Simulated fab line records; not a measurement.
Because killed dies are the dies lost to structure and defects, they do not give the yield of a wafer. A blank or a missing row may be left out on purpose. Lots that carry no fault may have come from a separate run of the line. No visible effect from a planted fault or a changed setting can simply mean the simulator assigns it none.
Chamber matching -- flow n5Finfet -- rieDiel-03 running N5_HKMG_FIN_ETCH_32: 4 sister chambers
The step etches SOC in N2/H2, target depth 240 nm, time 300 s. 4 wafers are shown with their chamber, then 7 later ones without.

WAFERS PAIRED WITH THEIR CHAMBERS
wafer,chamber,showerheadPlenumPTorr (Torr)
L090.4,1,2.61
L091.6,3,2.63
L092.1,2,2.45
L092.2,0,2.43

WAFERS WITH NO CHAMBER GIVEN
wafer,showerheadPlenumPTorr (Torr)
L092.6,2.45
L095.2,2.44
L095.5,2.44
L095.6,2.63
L096.2,2.42
L096.4,2.61
L096.5,2.42

EACH ONE'S CHAMBER
wafer,from the rows above,in truth
L092.6,2,2
L095.2,can't be placed: 0 or 2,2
L095.5,can't be placed: 0 or 2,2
L095.6,3,3
L096.2,0,0
L096.4,1,1
L096.5,0,0
Correct placement for 5 of the 7. Can't be placed from these rows: 2 (the true chamber is among the candidates in 2). Placed wrongly: 0.
How it was worked out, from the rows above alone: a wafer's distance from a chamber is the root of the sum, over the readings, of the square of ((its reading less the chamber's mean) divided by the reading's scatter). The wafer belongs to the nearest chamber; if the next one is less than 2 further off, it can't be placed. For every chamber, the mean is computed from those of its wafers that are shown. The scatter: root of mean squared gap, hidden wafer to nearest shown wafer, with one shown wafer a chamber.
